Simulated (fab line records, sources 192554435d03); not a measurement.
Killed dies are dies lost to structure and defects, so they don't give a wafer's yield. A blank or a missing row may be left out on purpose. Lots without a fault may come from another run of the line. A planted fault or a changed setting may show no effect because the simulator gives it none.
A struck lot beside a sound one | flow n5_finfet | 14 steps out of a route of 1938
Sound: wafers L270.3, L270.5, L270.6. Struck: wafer L272.3. (L272.1, L272.4 of the same lot were not struck and are left out.) The cause comes at the end.
At each step with rows: each side's tool, then ch and its chambers, then its first start. Under that, the readings that differ: sound wafers | struck wafers | difference of the means | sigmas: that difference in standard deviations of wafers without a fault.
alike: readings whose means differ by less than 2 such deviations, and words and numbers that are the same on both sides. not compared: withheld readings, readings that some wafer has no value for, bounds like >300 that may hide the same value, and numbers for which the record gives no deviation and whose values overlap.
The two part at a step that has a row with sigmas, a row that says differs or no value, or rows on one side only. Numbers that don't overlap but have no deviation are shown without sigmas and don't part them. A reading that every wafer of one side lacks parts them only if that side has two wafers or more.

N5_BEOL_M8_CD_MEAS_28: target cd 40 nm.
  sound on cd_sem-01 ch 0, day 12 11:59; struck on cd_sem-02 ch 0, day 12 20:50
  alike: cd_nm
N5_BEOL_M8_OVL_MEAS_29:
  sound on overlay-01 ch 0, day 12 12:02; struck on overlay-02 ch 0, day 12 20:52
  alike: V7_OVL
N5_BEOL_M8_INSPECT_30: inspects for defects (brightfield).
  sound on defect_inspect-02, day 12 12:05; struck on defect_inspect-01, day 12 20:55
  reading          | sound       | struck | difference | sigmas
  raw_defect_count | 340 356 392 | 550    | +187       | +2
N5_BEOL_M8_DESCUM_33: chemistry O2, time 7 s.
  sound on rie_diel-04 ch 0,1,3, day 12 12:07; struck on rie_diel-04 ch 3, day 12 21:31
  alike: bias_power_w, chamber_pressure_mTorr, drypump_motor_current_A, oes_product_au, rf_vpp_V, showerhead_plenum_p_Torr, throttle_valve_pct
  not compared: rf_hours_counter_h
N5_BEOL_M8_ETCH_72: etches underlayer in N2/H2, target depth 6.5 nm, time 5.2 s.
  sound on rie_diel-04 ch 0,1,3, day 12 12:09; struck on rie_diel-04 ch 3, day 12 21:32
  alike: bias_w, chamber_pressure_mTorr, drypump_motor_current_A, etch_rf_on_time_s, oes_product_au, rf_vpp_V, showerhead_plenum_p_Torr, throttle_valve_pct
  not compared: rf_hours_counter_h
N5_BEOL_M8_ETCH_65: etches SiARC in CF4, target depth 15.6 nm, time 26 s.
  sound on rie_diel-04 ch 0,1,3, day 12 12:10; struck on rie_diel-04 ch 3, day 12 21:34
  alike: bias_w, chamber_pressure_mTorr, drypump_motor_current_A, etch_rf_on_time_s, oes_product_au, rf_vpp_V, showerhead_plenum_p_Torr, throttle_valve_pct
  not compared: rf_hours_counter_h
then, 5 steps without rows for these wafers: N5_BEOL_M8_ETCH_66 (etches SOC in N2/H2, target depth 80 nm, overetch 16 nm, time 120 s); N5_BEOL_M8_STRIP_69 (strips in N2/H2); N5_BEOL_M8_STRIP_73 (strips in N2/H2); N5_BEOL_M8_VIA_ETCH_34 (etches SiCOH lowk in C4F6/O2, target depth 125.5 nm, time 50.5 s); N5_BEOL_M8_STRIP_76 (strips in C4F6/O2).
N5_BEOL_M8_STRIP_36: strips in N2/H2.
  sound on rie_diel-04 ch 0,1,3, day 12 12:20; struck on rie_diel-04 ch 3, day 12 21:44
  alike: bias_power_w, chamber_pressure_mTorr, drypump_motor_current_A, oes_product_au, rf_vpp_V, showerhead_plenum_p_Torr, throttle_valve_pct
  not compared: rf_hours_counter_h
N5_BEOL_M8_TRENCH_ETCH_37: etches SiCOH lowk in C4F6/O2, target depth 93.478 nm, time 31.2 s.
  sound on rie_diel-04 ch 0,1,3, day 12 12:23; struck on rie_diel-04 ch 3, day 12 21:47
  reading                             | sound             | struck | difference | sigmas
  bias_w (W)                          | 184.7 184.5 185.4 | 198.1  | +13.2      | +24
  rf_vpp_V (V)                        | 657 682 659       | 723    | +57        | +6
  model.etch.depth_nm (nm)            | 91.58 91.74 90.76 | 92     | +1         |
  model.BEOL_M8.feature_depth_nm (nm) | 91.6 91.8 90.8    | 92     | +1         |
  alike: chamber_pressure_mTorr, drypump_motor_current_A, oes_product_au, showerhead_plenum_p_Torr, throttle_valve_pct
  not compared: rf_hours_counter_h
N5_BEOL_M8_ETCH_41: etches SiCN in CH3F/O2, target depth 31.9 nm, time 57.8 s.
  sound on rie_diel-04 ch 0,1,3; struck on rie_diel-04 ch 3
  alike: bias_w, chamber_pressure_mTorr, drypump_motor_current_A, oes_product_au, rf_vpp_V, showerhead_plenum_p_Torr, throttle_valve_pct
  not compared: rf_hours_counter_h

WHERE THEY PART
First at N5_BEOL_M8_INSPECT_30; last, within this record, at N5_BEOL_M8_TRENCH_ETCH_37. Later steps at which nothing parts them and some readings are alike: N5_BEOL_M8_ETCH_41.

WHY: what the simulator had put in
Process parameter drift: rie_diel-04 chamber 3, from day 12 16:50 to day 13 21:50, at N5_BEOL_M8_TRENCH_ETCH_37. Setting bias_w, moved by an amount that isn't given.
